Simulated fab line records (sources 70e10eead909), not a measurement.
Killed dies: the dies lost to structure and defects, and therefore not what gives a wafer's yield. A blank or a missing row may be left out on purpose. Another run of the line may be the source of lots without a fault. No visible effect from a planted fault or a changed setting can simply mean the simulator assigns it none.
Matching of chambers / flow nand_harc / NHARC_A_STAIRCASE_CMP_152 on cmp-04: 4 sister chambers
The step polishes. 18 wafers are shown with their chamber, then 9 later ones without.

== EACH WAFER AND ITS CHAMBER ==
wafer=L075.1; chamber=3; motor_current_A (A)=12.6; slurry_filter_dp_kPa (kPa)=13.43
wafer=L075.2; chamber=1; motor_current_A (A)=11.0; slurry_filter_dp_kPa (kPa)=13.46
wafer=L075.5; chamber=3; motor_current_A (A)=13.5; slurry_filter_dp_kPa (kPa)=13.46
wafer=L082.4; chamber=2; motor_current_A (A)=11.2; slurry_filter_dp_kPa (kPa)=13.50
wafer=L082.5; chamber=1; motor_current_A (A)=12.1; slurry_filter_dp_kPa (kPa)=13.69
wafer=L082.6; chamber=2; motor_current_A (A)=10.9; slurry_filter_dp_kPa (kPa)=13.51
wafer=L083.3; chamber=3; motor_current_A (A)=13.5; slurry_filter_dp_kPa (kPa)=13.47
wafer=L083.5; chamber=2; motor_current_A (A)=10.9; slurry_filter_dp_kPa (kPa)=13.54
wafer=L083.6; chamber=1; motor_current_A (A)=11.7; slurry_filter_dp_kPa (kPa)=13.51
wafer=L086.1; chamber=0; motor_current_A (A)=11.3; slurry_filter_dp_kPa (kPa)=13.68
wafer=L086.2; chamber=3; motor_current_A (A)=13.3; slurry_filter_dp_kPa (kPa)=13.56
wafer=L086.6; chamber=2; motor_current_A (A)=11.1; slurry_filter_dp_kPa (kPa)=13.43
wafer=L088.1; chamber=2; motor_current_A (A)=11.3; slurry_filter_dp_kPa (kPa)=13.15
wafer=L088.2; chamber=1; motor_current_A (A)=11.5; slurry_filter_dp_kPa (kPa)=13.59
wafer=L088.4; chamber=3; motor_current_A (A)=12.9; slurry_filter_dp_kPa (kPa)=13.43
wafer=L089.2; chamber=0; motor_current_A (A)=11.8; slurry_filter_dp_kPa (kPa)=13.57
wafer=L089.3; chamber=2; motor_current_A (A)=11.0; slurry_filter_dp_kPa (kPa)=13.57
wafer=L089.6; chamber=3; motor_current_A (A)=13.6; slurry_filter_dp_kPa (kPa)=13.35

SIGNATURES (means of the wafers above)
reading=motor_current_A; chamber 0=11.550; chamber 1=11.575; chamber 2=11.067; chamber 3=13.233; scatter within a chamber=0.346
reading=slurry_filter_dp_kPa; chamber 0=13.6250; chamber 1=13.5625; chamber 2=13.4500; chamber 3=13.4500; scatter within a chamber=0.113
Rule: for a wafer and a chamber, the distance is found by dividing, reading by reading, the gap between the wafer's reading and the chamber's mean by the reading's scatter, squaring, summing and taking the root. If the next closest chamber is less than 2 further off than the closest, the wafer can't be placed; otherwise it belongs to the closest. The scatter is the square root of a quotient: the sum, over the shown wafers, of each reading's squared deviation from its chamber's mean, divided by wafers minus chambers.

== WAFERS MISSING THEIR CHAMBER ==
wafer=L091.1; motor_current_A (A)=11.4; slurry_filter_dp_kPa (kPa)=13.54
wafer=L091.4; motor_current_A (A)=12.9; slurry_filter_dp_kPa (kPa)=13.40
wafer=L091.6; motor_current_A (A)=11.3; slurry_filter_dp_kPa (kPa)=13.60
wafer=L095.2; motor_current_A (A)=11.3; slurry_filter_dp_kPa (kPa)=13.31
wafer=L095.4; motor_current_A (A)=12.3; slurry_filter_dp_kPa (kPa)=13.64
wafer=L095.5; motor_current_A (A)=12.9; slurry_filter_dp_kPa (kPa)=13.53
wafer=L097.2; motor_current_A (A)=12.8; slurry_filter_dp_kPa (kPa)=13.45
wafer=L097.3; motor_current_A (A)=11.7; slurry_filter_dp_kPa (kPa)=13.47
wafer=L097.6; motor_current_A (A)=11.7; slurry_filter_dp_kPa (kPa)=13.50

== WHICH CHAMBER EACH WENT THROUGH ==
wafer=L091.1; from the rows above=can't be placed: 1 or 0 or 2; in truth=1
wafer=L091.4; from the rows above=3; in truth=3
wafer=L091.6; from the rows above=can't be placed: 0 or 1 or 2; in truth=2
wafer=L095.2; from the rows above=can't be placed: 2 or 1 or 0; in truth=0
wafer=L095.4; from the rows above=can't be placed: 0 or 1 or 3 or 2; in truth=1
wafer=L095.5; from the rows above=3; in truth=3
wafer=L097.2; from the rows above=3; in truth=3
wafer=L097.3; from the rows above=can't be placed: 1 or 0 or 2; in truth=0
wafer=L097.6; from the rows above=can't be placed: 1 or 0 or 2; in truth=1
Correctly placed: 3 of 9. Not placeable from these rows: 6 (in 6, the candidates include the true chamber). Placed wrongly: 0.
